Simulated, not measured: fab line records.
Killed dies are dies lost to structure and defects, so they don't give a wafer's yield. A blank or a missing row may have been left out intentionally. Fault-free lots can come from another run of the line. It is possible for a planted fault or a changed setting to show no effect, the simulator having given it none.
Split-lot study	flow n5-finfet	route with 1938 steps; 7 lots, 39 wafers read

## ABOUT THE SPLIT
At N5_BEOL_M0_SAQP_PECVD_96 (deposits a-Si from SiH4/He, target thk 45 nm, time 45.2 s), the setting time-s was moved away from the recipe's 45.2 s on 12 of the 39 wafers read, by -28.2% to +48.0%. All remaining wafers had this setting at the recipe value.

## FROM THE SPLIT TO THE READING: what the file shows between them, 4 steps
- N5_BEOL_M0_SAQP_PECVD_97: deposits SiNx from SiH4/NH3/N2, target thk 23 nm, time 19.9 s
- N5_BEOL_M0_SAQP_PECVD_04: deposits a-Si from SiH4/He, target thk 60 nm, time 60.2 s
- N5_BEOL_M0_SAQP_ETCH_101: etches SiNx in CH3F/O2, target depth 29.9 nm, time 42.7 s
- N5_BEOL_M0_SAQP_ETCH_102: etches SiO2 in CF4, target depth 4 nm, time 4.4 s

## THE READING
oes-product-au, in a.u., at N5_BEOL_M0_SAQP_MANDREL_ETCH_103 (etches a-Si in HBr/Cl2, stops on SiCN, target depth 45 nm, bt time 10 s, time 27 s). Fault-free wafers of this fab line usually give 0.677 a.u., standard deviation 0.013 a.u.

wafer	tool, chamber at the split	time-s as run, s	against the recipe	oes-product-au, a.u.	against lot-mates on the recipe
L074.1	pecvd-03, 2	37.61	-16.8%	0.606	-0.068
L074.2	pecvd-03, 1	37.61	-16.8%	0.612	-0.062
L074.3	pecvd-03, 0	45.2	recipe	0.660	-
L074.4	pecvd-03, 1	45.2	recipe	0.678	-
L074.5	pecvd-03, 2	45.2	recipe	0.684	-
L074.6	pecvd-03, 0	37.61	-16.8%	0.611	-0.063
L077.1	pecvd-03, 0	66.45	+47.0%	0.837	+0.162
L077.2	pecvd-03, 1	45.2	recipe	0.665	-
L077.3	pecvd-03, 2	66.45	+47.0%	0.866	+0.191
L077.4	pecvd-03, 0	45.2	recipe	0.678	-
L077.5	pecvd-03, 2	45.2	recipe	0.682	-
L077.6	pecvd-03, 1	66.45	+47.0%	0.862	+0.187
L080.1	pecvd-04, 2,1	45.2	recipe	0.686	-
L080.2	pecvd-04, 0	45.2	recipe	0.701	-
L080.3	pecvd-04, 1	45.2	recipe	0.672	-
L080.4	pecvd-04, 0	45.2	recipe	0.708	-
L080.5	pecvd-04, 2,1	45.2	recipe	0.680	-
L080.6	pecvd-04, 2	45.2	recipe	0.688	-
L081.1	pecvd-04, 1	66.9	+48.0%	0.857	+0.187
L081.2	pecvd-04, 2,0	45.2	recipe	0.669	-
L081.3	pecvd-04, 2,0	45.2	recipe	0.669	-
L081.4	pecvd-04, 2	66.9	+48.0%	0.905	+0.235
L081.5	pecvd-04, 0	66.9	+48.0%	0.867	+0.197
L081.6	pecvd-04, 1	45.2	recipe	0.673	-
L084.1	pecvd-04, 2	45.2	recipe	0.676	-
L084.2	pecvd-04, 0	45.2	recipe	0.665	-
L084.3	pecvd-04, 1	45.2	recipe	0.683	-
L084.4	pecvd-04, 2	45.2	recipe	0.691	-
L084.5	pecvd-04, 1	45.2	recipe	0.695	-
L084.6	pecvd-04, 0	45.2	recipe	0.691	-
L088.1	pecvd-04, 2,1	32.44	-28.2%	0.575	-0.101
L088.2	pecvd-04, 0,1	45.2	recipe	0.658	-
L088.3	pecvd-04, 0,1	45.2	recipe	0.680	-
L088.4	pecvd-04, 0	32.44	-28.2%	0.580	-0.096
L088.5	pecvd-04, 2,1	32.44	-28.2%	0.577	-0.099
L088.6	pecvd-04, 2	45.2	recipe	0.690	-
L096.2	pecvd-03, 2	45.2	recipe	0.664	-
L096.3	pecvd-03, 0	45.2	recipe	0.693	-
L096.5	pecvd-03, 1	45.2	recipe	0.670	-
The file does not say which wafer passed through which chamber wherever a row lists several chambers: such a row stands for several wafers.

FIT RESULTS
A straight line over all 39 wafers: oes-product-au changes by +0.00388 a.u. for each +1% of time-s; r = +0.99; the points scatter about the line by 0.013 a.u.
The same after taking each lot's own level away (the mean of its wafers on the recipe; 39 wafers): +0.00395 a.u. for each +1%; r = +0.99; scatter 0.013 a.u.
The reading moves by 0.19 a.u. for the largest change in time-s, on that fit.
From 0.6703 to 0.6892 a.u.: that is the span of the lots' own levels, equal to 1.4 times the standard deviation above.
Hence the lot-to-lot level has little effect on the slope; both slopes agree.
Check: +0.193 a.u. against its lot-mates is what the line predicts for one of the wafers moved furthest among these (+48.0%) when that wafer is left out of the fit. Against them it came out at +0.187 a.u.

## THE OTHER SPLITS THESE WAFERS WENT THROUGH
Before the reading, these wafers also passed through other splits. Each is held against what the fit with the lots' levels taken away leaves over:
other split on the same wafers	wafers away from the commonest value	r with oes-product-au (lot level and that fit taken away)
N5_ZERO_LAYER_PECVD_02 time-s	15	-0.18
N5_ZERO_LAYER_DEVELOP_10 develop-time-s	18	-0.09
N5_SD_EPI_N_ETCH_45 target-depth-a	12	+0.04
N5_SDB_HM_DEP_00 time-s	18	+0.10
N5_GATE_CUT_ALD_22 ald-cycles	18	+0.27

## THE WHOLE CHAIN: every reading that the file lists as answering this split, in the file's order
step	what it does	reading	change (the file's fit)	r (the file's)
N5_BEOL_M0_SAQP_PECVD_96	deposits a-Si from SiH4/He, target thk 45 nm, time 45.2 s	a-Si_of_BEOL_M0_SAQP_PECVD_96.thk-nm (the simulator's own value, which no gauge read)	+0.451 nm for each +1% of the setting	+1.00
N5_BEOL_M0_SAQP_MANDREL_ETCH_103	etches a-Si in HBr/Cl2, stops on SiCN, target depth 45 nm, bt time 10 s, time 27 s	oes-product-au	+0.00397 a.u. for each +1% of the setting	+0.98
N5_BEOL_M0_SAQP_MANDREL_ETCH_103	etches a-Si in HBr/Cl2, stops on SiCN, target depth 45 nm, bt time 10 s, time 27 s	etch.depth-nm (the simulator's own value, which no gauge read)	+0.45 nm for each +1% of the setting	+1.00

## THE FILE'S OWN FIT
oes-product-au changes by +0.00397 a.u. for each +1% of time-s, r = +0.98.
